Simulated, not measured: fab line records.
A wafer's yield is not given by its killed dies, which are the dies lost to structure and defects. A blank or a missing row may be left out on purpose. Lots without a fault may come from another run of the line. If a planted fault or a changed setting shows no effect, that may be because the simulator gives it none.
Problem report in the 8D (eight disciplines) form, filled by code || flow n5-finfet || the parts of the form that need people (team, actions taken, sign-off) are left out

## 1. THE PROBLEM
Mean of exposure-dose-mJ-cm2 at N5_BEOL_M15_EXPOSE_25: 36.16 across 6 wafers in 2 lots; on wafers with no fault it is 35.47 (standard deviation 0.037). Measured from the usual mean, that is +19 standard deviations.
The step: exposes mask M15, target cd 400 nm.
First seen on wafer L494.1, day 16 14:10, on krf-scanner-01. At this step, 12 wafers from 4 lots have a number in the record. Rule for "out", or "out of limits": more than 4 standard deviations from the usual mean. The rest of the wafers with a number are treated as sound.

## 2. WHAT IT IS, AND WHAT IT ISN'T
{"question": "which readings at this step", "is": "exposure-dose-mJ-cm2", "is not": "-"}
{"question": "which lots", "is": "L494, L495", "is not": "L478, L499"}
{"question": "which wafers of those lots", "is": "all that have a number", "is not": "-"}
{"question": "read on which tools", "is": "krf-scanner-01", "is not": "krf-scanner-02"}
{"question": "when", "is": "from day 16 14:10", "is not": "up to then (3 sound wafers); but 3 sound wafers of L499 came after"}

## 3. SUSPECTS, AND WHAT RULES EACH OUT
Counting: any tool at a process step up to the reading is kept as a suspect provided that every lot that is out went through it and no sound lot did after the first of them.
- krf-scanner-01 at N5_BEOL_M15_EXPOSE_25 (exposes mask M15, target cd 400 nm): kept. All lots that are out passed through it, beginning with L494 at day 16 14:10, and no sound lot followed; its final sound lot before that point was L478 at day 12 10:21. Out on those wafers are its own readings of exposure-dose-mJ-cm2.
The count leaves krf-scanner-01 at N5_BEOL_M15_EXPOSE_25.

## 4. THE CAUSE (what the simulator had put in)
Drift in process parameters on krf-scanner-01 at N5_BEOL_M15_EXPOSE_25, starting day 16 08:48. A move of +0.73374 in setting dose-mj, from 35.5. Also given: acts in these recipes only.
After counting, this tool was the only one left.

## 5. SEQUENCE OF EFFECTS, ordered by route
Each row: a reading where the mean over the struck wafers with a number is more than 3 standard deviations away from the usual. Readings are gone through only where the record gives a usual standard deviation; hours: the median, over the lots, of the time from a lot's start at the first step in this table giving one to that lot's start at this step; sigmas: the change measured in usual standard deviations.
{"hours": 0, "step": "N5_BEOL_M15_EXPOSE_25", "reading": "exposure-dose-mJ-cm2", "usual": 35.47, "on struck wafers": 36.16, "change": "+0.69", "sigmas": "+19"}
The process steps in it:
- N5_BEOL_M15_EXPOSE_25: exposes mask M15, target cd 400 nm.

## 6. WHAT WOULD HAVE CAUGHT IT SOONER
In this record no reading fell out of limits until day 16 14:10, 5 hours after the fault had begun at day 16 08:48.
